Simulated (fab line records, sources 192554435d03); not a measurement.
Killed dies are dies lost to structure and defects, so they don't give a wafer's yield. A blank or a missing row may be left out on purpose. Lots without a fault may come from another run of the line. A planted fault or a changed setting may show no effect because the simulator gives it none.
Chamber matching | flow n5_finfet | N5_FIN_SAQP_PECVD_48 on pecvd-02: 3 sister chambers
The step deposits SiNx from SiH4/NH3/N2, target thk 25 nm, time 22.1 s. 6 wafers are shown with their chamber, then 10 later ones without.

WAFERS WITH THEIR CHAMBER
wafer  | chamber | showerhead_plenum_p_Torr (Torr) | heater_power_w (W)
L085.5 | 2       | 5.07                            | 766
L088.1 | 1       | 5.07                            | 786
L088.5 | 1       | 5.07                            | 780
L088.6 | 0       | 5.19                            | 947
L089.1 | 0       | 5.19                            | 863
L089.2 | 2       | 5.08                            | 632

WAFERS WITHOUT THEIR CHAMBER
wafer  | showerhead_plenum_p_Torr (Torr) | heater_power_w (W)
L089.3 | 5.06                            | 819
L092.1 | 5.08                            | 713
L092.2 | 5.08                            | 816
L092.4 | 5.20                            | 924
L095.2 | 5.18                            | 770
L095.5 | 5.19                            | 794
L095.6 | 5.08                            | 727
L096.4 | 5.07                            | 721
L096.5 | 5.19                            | 804
L096.6 | 5.08                            | 749

WHICH CHAMBER EACH WENT THROUGH
wafer  | from the rows above     | in truth
L089.3 | can't be placed: 1 or 2 | 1
L092.1 | can't be placed: 2 or 1 | 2
L092.2 | can't be placed: 2 or 1 | 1
L092.4 | 0                       | 0
L095.2 | 0                       | 0
L095.5 | 0                       | 0
L095.6 | can't be placed: 2 or 1 | 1
L096.4 | can't be placed: 1 or 2 | 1
L096.5 | 0                       | 0
L096.6 | can't be placed: 2 or 1 | 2
Placed correctly: 4 of 10. Can't be placed from these rows: 6 (the true chamber is among the candidates in 6). Placed wrongly: 0.
How it was worked out, from the rows above alone: a wafer's distance from a chamber is the root of the sum, over the readings, of the square of ((its reading less the chamber's mean) divided by the reading's scatter). The wafer belongs to the nearest chamber; if the next one is less than 2 further off, it can't be placed. A chamber's mean is the mean of its shown wafers. The scatter: the root of (the sum of the squares of (reading less its chamber's mean) over the shown wafers, divided by (wafers less chambers)).
